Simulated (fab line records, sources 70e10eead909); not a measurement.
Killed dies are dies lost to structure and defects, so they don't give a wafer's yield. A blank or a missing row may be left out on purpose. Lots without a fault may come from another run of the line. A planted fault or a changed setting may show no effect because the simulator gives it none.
Tool commonality check | flow nand_harc | 13 lots, 39 wafers sampled

WHY IT WAS OPENED
At NHARC_A_ONON_D1_THK_MEAS_30 the reading thk_nm is flagged on 2 of 13 lots. Wafers without a fault read 1002 nm, standard deviation 12.
Rule: a lot is flagged when every wafer of it that has a number lies more than 4 standard deviations from that mean, or none has a number. The other lots count as sound.

lot  | measured     | on            | thk_nm (nm), wafer by wafer | flag
L445 | day 8 01:37  | film_metro-01 | 983 985 984                 |
L444 | day 8 01:37  | film_metro-02 | 980 981 980                 |
L447 | day 8 19:20  | film_metro-01 | 1016 1012 1012              |
L449 | day 8 19:21  | film_metro-02 | 1017 1014 1015              |
L446 | day 8 19:31  | film_metro-01 | 1000 999 998                |
L451 | day 9 20:16  | film_metro-02 | 991 990 991                 |
L453 | day 10 11:58 | film_metro-02 | 1597 1596 1597              | FLAGGED
L455 | day 11 23:16 | film_metro-01 | 1589 1588 1588              | FLAGGED
L461 | day 12 09:17 | film_metro-01 | 995 995 994                 |
L459 | day 12 09:38 | film_metro-02 | 996 996 997                 |
L464 | day 12 19:04 | film_metro-02 | 988 987 989                 |
L466 | day 13 10:22 | film_metro-02 | 1000 999 1000               |
L467 | day 13 20:06 | film_metro-02 | 999 999 998                 |
The numbers of the flagged lots are 1592 nm on average: +590 nm against the usual, or +49 standard deviations.

WHICH TOOL RAN EACH LOT
The record holds 2 process steps before the reading, out of a route of 1159 steps. In each cell: the tool, then ch and the chambers that the sampled wafers went through, then the start.
lot  | flag    | NHARC_A_ZERO_WELL_ETCH_19          | NHARC_A_ONON_D1_DEP_28
L445 |         | rie_diel-07 ch 0,1,3, day 6 12:44  | pecvd_onon-02 ch 0, day 8 01:06
L444 |         | rie_diel-05 ch 0,3, day 6 03:22    | pecvd_onon-03 ch 0, day 8 01:07
L447 |         | rie_diel-04 ch 2,3, day 7 10:58    | pecvd_onon-03 ch 0, day 8 18:50
L449 |         | rie_diel-07 ch 0,2, day 7 11:41    | pecvd_onon-02 ch 0, day 8 18:54
L446 |         | rie_diel-05 ch 0,3, day 7 09:26    | pecvd_onon-01 ch 0, day 8 19:01
L451 |         | rie_diel-05 ch 2,3, day 8 08:25    | pecvd_onon-01 ch 0, day 9 19:52
L453 | FLAGGED | rie_diel-05 ch 0,1,3, day 9 01:04  | pecvd_onon-01 ch 0, day 10 11:27
L455 | FLAGGED | rie_diel-04 ch 2,3, day 10 13:13   | pecvd_onon-01 ch 0, day 11 22:48
L461 |         | rie_diel-07 ch 0,1,3, day 11 00:05 | pecvd_onon-02 ch 0, day 12 08:57
L459 |         | rie_diel-05 ch 0,2,3, day 10 17:23 | pecvd_onon-02 ch 0, day 12 09:14
L464 |         | rie_diel-07 ch 1,2, day 11 06:10   | pecvd_onon-03 ch 0, day 12 18:33
L466 |         | rie_diel-05 ch 1,2,3, day 11 23:49 | pecvd_onon-03 ch 0, day 13 09:50
L467 |         | rie_diel-07 ch 0,2,3, day 12 09:20 | pecvd_onon-02 ch 0, day 13 19:35
What these steps do:
- NHARC_A_ZERO_WELL_ETCH_19: etches the open film in N2/H2, target depth 80 nm, overetch 24 nm, time 87.88 s.
- NHARC_A_ONON_D1_DEP_28: target thk 1000 nm.
- NHARC_A_ONON_D1_THK_MEAS_30: measures by ellipsometry.

FLAGGED OVER TOTAL, TOOL BY TOOL (the gauges that took the reading come last)
step                        | tool          | lots run | flagged | share of the flagged lots | sound lots run after its first flagged lot
NHARC_A_ZERO_WELL_ETCH_19   | rie_diel-04   | 2        | 1       | some                      | 0
NHARC_A_ZERO_WELL_ETCH_19   | rie_diel-05   | 6        | 1       | some                      | 2 (L459,L466)
NHARC_A_ZERO_WELL_ETCH_19   | rie_diel-07   | 5        | 0       | none                      | -
NHARC_A_ONON_D1_DEP_28      | pecvd_onon-01 | 4        | 2       | all                       | 0
NHARC_A_ONON_D1_DEP_28      | pecvd_onon-02 | 5        | 0       | none                      | -
NHARC_A_ONON_D1_DEP_28      | pecvd_onon-03 | 4        | 0       | none                      | -
NHARC_A_ONON_D1_THK_MEAS_30 | film_metro-01 | 5        | 1       | some                      | 1 (L461)
NHARC_A_ONON_D1_THK_MEAS_30 | film_metro-02 | 8        | 1       | some                      | 4 (L459,L464,L466,L467)

WHAT THE TABLE ALLOWS
1 row of the table ran every flagged lot: pecvd_onon-01 at NHARC_A_ONON_D1_DEP_28.
- pecvd_onon-01 at NHARC_A_ONON_D1_DEP_28: 2 of its 4 lots flagged. Its last sound lot is L451 (day 9 19:52), its first flagged lot L453 (day 10 11:27): a fault that began between those two fits.
One tool is left: pecvd_onon-01 at NHARC_A_ONON_D1_DEP_28.

WHAT THE SIMULATOR HAD PUT IN
Process parameter drift: pecvd_onon-01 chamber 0, from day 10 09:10 on, at NHARC_A_ONON_D1_DEP_28. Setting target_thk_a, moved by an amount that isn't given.
Lots struck among those shown: L453, L455. The rule above found the same.
